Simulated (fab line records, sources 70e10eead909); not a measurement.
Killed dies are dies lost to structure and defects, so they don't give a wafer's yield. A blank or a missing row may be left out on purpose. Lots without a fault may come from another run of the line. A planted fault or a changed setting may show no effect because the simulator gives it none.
Which tool did it? | flow nand_harc | 11 lots, 33 wafers sampled, at 4 steps of a route of 1159

WHAT THE GAUGES READ, wafer by wafer
NHARC_A_CHANNEL_HOLE_D1_INSPECT_40.
lot  | measured     | on                | raw_defect_count
L525 | day 8 13:28  | defect_inspect-01 | 43 48 37
L526 | day 9 01:07  | defect_inspect-01 | 50 41 45
L529 | day 9 10:09  | defect_inspect-02 | 30 57 34
L532 | day 10 03:56 | defect_inspect-01 | 96 99 91
L533 | day 10 12:11 | defect_inspect-02 | 49 49 38
L538 | day 11 14:25 | defect_inspect-01 | 48 37 42
L542 | day 12 21:14 | defect_inspect-02 | 744 748 739 742 743 729
L540 | day 13 01:25 | defect_inspect-01 | 780 753 724 770 764 715
L545 | day 13 09:34 | defect_inspect-02 | 766 793 772 764 809 780
L547 | day 13 23:07 | defect_inspect-01 | 56 55 62
L548 | day 14 09:36 | defect_inspect-01 | 62 69 63

WHICH TOOL RAN EACH LOT (tool, then ch and the chambers of the sampled wafers, then the start)
lot  | NHARC_A_CHANNEL_HOLE_D1_ETCH_38    | NHARC_A_CHANNEL_HOLE_D1_ETCH_19  | NHARC_A_CHANNEL_HOLE_D1_ETCH_20
L525 | rie_diel-12 ch 0,3, day 8 06:39    | har_etch-02 ch 0,1, day 8 07:47  | har_etch-02 ch 0,1, day 8 07:58
L526 | rie_diel-04 ch 0,1, day 8 18:11    | har_etch-02 ch 0,1, day 8 19:17  | har_etch-02 ch 0,1, day 8 19:23
L529 | rie_diel-08 ch 1,2,3, day 9 03:23  | har_etch-02 ch 0,1, day 9 04:28  | har_etch-02 ch 0,1, day 9 04:34
L532 | rie_diel-08 ch 0,1,3, day 9 21:07  | har_etch-01 ch 0,1, day 9 22:12  | har_etch-01 ch 0,1, day 9 22:19
L533 | rie_diel-08 ch 1,2,3, day 10 04:33 | har_etch-02 ch 0,1, day 10 06:20 | har_etch-02 ch 0,1, day 10 06:26
L538 | rie_diel-12 ch 0,2, day 11 07:28   | har_etch-02 ch 0,1, day 11 08:34 | har_etch-02 ch 0,1, day 11 08:40
L542 | rie_diel-08 ch 0,1, day 12 14:25   | har_etch-02 ch 1, day 12 15:31   | har_etch-02 ch 1, day 12 15:37
L540 | rie_diel-08 ch 2,3, day 12 15:35   | har_etch-02 ch 0,1, day 12 19:44 | har_etch-02 ch 0,1, day 12 19:55
L545 | rie_diel-08 ch 1,2,3, day 13 00:44 | har_etch-01 ch 0,1, day 13 03:49 | har_etch-01 ch 0,1, day 13 03:56
L547 | rie_diel-12 ch 1,2,3, day 13 16:17 | har_etch-02 ch 0,1, day 13 17:23 | har_etch-02 ch 0,1, day 13 17:31
L548 | rie_diel-04 ch 0,1, day 14 01:25   | har_etch-02 ch 0,1, day 14 03:56 | har_etch-02 ch 0,1, day 14 04:07
- NHARC_A_CHANNEL_HOLE_D1_ETCH_38: etches the open film in CF4, target depth 39 nm, time 65 s.
- NHARC_A_CHANNEL_HOLE_D1_ETCH_19: etches the open film in C4F8/O2/Ar, time 34.5 s.
- NHARC_A_CHANNEL_HOLE_D1_ETCH_20: etches the open film in C4F8/O2/Ar, time 361.9 s, target depth 1600 nm.

THE ANSWER, worked out from the rows above alone
Rule: what is usual is taken from the lots themselves. Put in order of their means at a reading, lots are off if they are a third of the lots or fewer, leave a main group of 4 or more, and stand apart from it by a gap of 3 or more times the standard deviation of the main group's means; of several such gaps the widest counts. A main group whose means are all the same, to the digits that the tables above print for the reading, isn't used. A lot without any number at a reading at which 4 lots or more have one is off too. The other lots that the step has rows for count as sound.
Off: L542, L540, L545, at NHARC_A_CHANNEL_HOLE_D1_INSPECT_40 (raw_defect_count). The main group: mean 54, standard deviation 17.
A tool fits if, at a process step before that reading, it ran every lot that is off, and no sound lot after the first of them. The gauges at NHARC_A_CHANNEL_HOLE_D1_INSPECT_40 are tried like those tools. One fits: rie_diel-08 at NHARC_A_CHANNEL_HOLE_D1_ETCH_38. Its last sound lot is L533 (day 10 04:33), its first lot that is off L542 (day 12 14:25): a fault that began between those two fits.

WHAT THE SIMULATOR HAD PUT IN
Chamber particle source: rie_diel-08, from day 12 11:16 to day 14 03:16, at NHARC_A_CHANNEL_HOLE_D1_ETCH_38. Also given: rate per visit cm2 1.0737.
Lots struck among those shown: L542, L540, L545. The rule above found the same.
